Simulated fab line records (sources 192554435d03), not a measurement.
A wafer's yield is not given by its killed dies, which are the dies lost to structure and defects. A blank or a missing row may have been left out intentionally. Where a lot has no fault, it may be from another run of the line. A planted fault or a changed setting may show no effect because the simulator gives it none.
Struck lot and sound lot, side by side -- flow n5Finfet -- 40 steps out of a route of 1938
Sound: these wafers, L564.2, L564.3, L564.4. Struck: wafer L567.6. (L567.4 of the same lot was not struck and is left out.) The cause comes at the end.
For every step that has rows: the tool of each side, followed by ch and its chambers, followed by its first start. Under that, the readings that differ: sound wafers -- struck wafers -- difference of the means -- sigmas: that difference in standard deviations of wafers without a fault.
alike: same words and numbers on both sides, and readings whose means sit less than 2 such deviations apart. not compared: any withheld reading, any reading some wafer has no value for, any bound like >300 that may hide the same value, and any number with overlapping values for which the record gives no deviation.
The two part at a step that has a row with sigmas, a row that says differs or no value, or rows on one side only. Numbers that have no deviation but don't overlap get no sigmas and don't part them. A reading missing from all wafers of one side parts the sides only when that side holds two or more wafers.

first, 11 steps without rows for these wafers: N5_BEOL_M0_SAQP_SPACER1_ETCHBACK_99 (etches SiO2 in CHF3/O2, target depth 15.4 nm, time 7.7 s); N5_BEOL_M0_SAQP_MANDREL1_REMOVE_100 (chemistry HBr/Cl2/O2, target a-Si, stops on SiNx, bt time 10 s); N5_BEOL_M0_SAQP_ETCH_101 (etches SiNx in CH3F/O2, target depth 29.9 nm, time 42.7 s); N5_BEOL_M0_SAQP_ETCH_102 (etches SiO2 in CF4, target depth 4 nm, time 4.4 s); N5_BEOL_M0_SAQP_MANDREL_ETCH_103 (etches a-Si in HBr/Cl2, stops on SiCN, target depth 45 nm, bt time 10 s, time 27 s); N5_BEOL_M0_SAQP_RECESS_104 (chemistry HF/NH3, target SiO2, target depth 18 nm, afs cycles 3, sublimation time 60 s); N5_BEOL_M0_SAQP_COAT_105 (time 60 s, resist thk 100 nm); N5_BEOL_M0_SAQP_ETCH_106 (etches SOC in N2/H2, stops on SiNx, target depth 150 nm); N5_BEOL_M0_SAQP_ETCH_107 (etches SiNx in CH3F/O2, target depth 30 nm); N5_BEOL_M0_SAQP_STRIP_108 (strips in N2/H2); N5_BEOL_M0_SAQP_RECESS_109 (chemistry HF/NH3, target SiO2, target depth 3 nm, afs cycles 1, sublimation time 60 s).
N5_BEOL_M0_SAQP_SPACER2_ALD_26: deposits SiO2, target thk 15 nm, pulse time 1 s, purge time 2 s.
  sound on aldSin-03 ch 1,2,3, day 8 07:29; struck on aldSin-03 ch 0, day 9 18:47
reading,sound,struck,difference,sigmas
precursorPulseHeightRel,0.967 0.986 1.006,1.052,+0.066,+3
model.SiO2_of_BEOL_M0_SAQP_SPACER2_ALD_26.thkNm (nm),14.8 15 15,10.2,-4.7,
  alike: heaterPowerW
then, 1 step without rows for these wafers: N5_BEOL_M0_SAQP_SPACER2_ETCHBACK_27 (etches SiO2 in CHF3/O2, target depth 22.5 nm, time 11.25 s).
N5_BEOL_M0_SAQP_MANDREL2_REMOVE_110: chemistry HBr/Cl2/O2, target a-Si, stops on SiCN, bt time 10 s.
  sound on rieSi-02 ch 0,1,2, day 8 08:08; struck on rieSi-03 ch 0, day 9 19:26
reading,sound,struck,difference,sigmas
model.BEOL_M0_SAQP.cdNm (nm),14.8 15 15,10,-5,
model.SiO2_of_BEOL_M0_SAQP_SPACER2_ALD_26.thkNm (nm),10.4 10.6 10.6,5.8,-4.7,
  alike: drypumpMotorCurrentA, oesProductAu, throttleValvePct
  not compared: rfHoursCounterH
N5_BEOL_M0_SAQP_CD_MEAS_29: the cd target is 14.4 nm.
  sound on cdSem-01 ch 0, day 8 08:14; struck on cdSem-03 ch 0, day 9 19:32
reading,sound,struck,difference,sigmas
cdNm (nm),15.02 14.86 15.02,10.20,-4.77,-25
then, 23 steps without rows for these wafers: N5_BEOL_M0_SAQP_COAT_69 (time 60 s, resist thk 90 nm); N5_BEOL_M0_SAQP_COAT_72 (time 60 s, resist thk 15 nm); N5_BEOL_M0_SAQP_COAT_87 (time 60 s, resist thk 5 nm); N5_BEOL_M0_SAQP_COAT_34 (resist thk 30 nm); N5_BEOL_M0_SAQP_EBR_36; N5_BEOL_M0_SAQP_SOFTBAKE_35 (time 60 s); N5_BEOL_M0_SAQP_EXPOSE_37 (exposes mask M0 CUT1, target cd 30 nm); N5_BEOL_M0_SAQP_PEB_38 (peb time 60 s); N5_BEOL_M0_SAQP_DEVELOP_39 (develop time 30 s); N5_BEOL_M0_SAQP_DESCUM_45 (chemistry O2, time 7 s); N5_BEOL_M0_SAQP_ETCH_88 (etches underlayer in N2/H2, target depth 6.5 nm, time 5.2 s); N5_BEOL_M0_SAQP_ETCH_73 (etches SiARC in CF4, target depth 19.5 nm, time 32.5 s); N5_BEOL_M0_SAQP_CUT_ETCH_46 (etches SOC in N2/H2, target depth 135 nm, overetch 27 nm, time 202.5 s); N5_BEOL_M0_SAQP_STRIP_74 (strips in N2/H2); N5_BEOL_M0_SAQP_STRIP_89 (strips in N2/H2); N5_BEOL_M0_SAQP_ALD_48 (deposits SiO2, target thk 20 nm, pulse time 1 s, co reactant pulse time 1 s); N5_BEOL_M0_SAQP_ETCH_49 (etches SiO2 in CF4/O2, target depth 37 nm); N5_BEOL_M0_SAQP_STRIP_75 (strips in CF4); N5_BEOL_M0_CUTY_COAT_50 (time 60 s, resist thk 15 nm); N5_BEOL_M0_CUTY_COAT_51 (resist thk 150 nm); N5_BEOL_M0_CUTY_EBR_52; N5_BEOL_M0_CUTY_SOFTBAKE_53 (time 60 s); N5_BEOL_M0_CUTY_EXPOSE_54 (exposes mask M0 ABLK).
N5_BEOL_M4_RC_MEAS_101:
  the record has rows for the sound wafers here (prober-02 ch 0, day 10 17:53) and none for the struck ones
-- the record jumps here: 7 days lie between the struck wafers' starts before and after (it left off in module BEOL_M4 and takes up again in module PASSIVATION, whose first step shown is number 1936 of the route) --
N5_PASSIVATION_PROBE_49:
  record: rows for the struck wafers here (prober-02, day 17 02:42), none for the sound ones

== WHERE THEY PART ==
Earliest at N5_BEOL_M0_SAQP_SPACER2_ALD_26; latest, in this record, at N5_PASSIVATION_PROBE_49.

WHY: whatever the simulator had introduced
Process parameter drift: aldSin-03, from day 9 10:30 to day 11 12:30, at N5_BEOL_M0_SAQP_SPACER2_ALD_26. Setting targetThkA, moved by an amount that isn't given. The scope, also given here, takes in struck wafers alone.
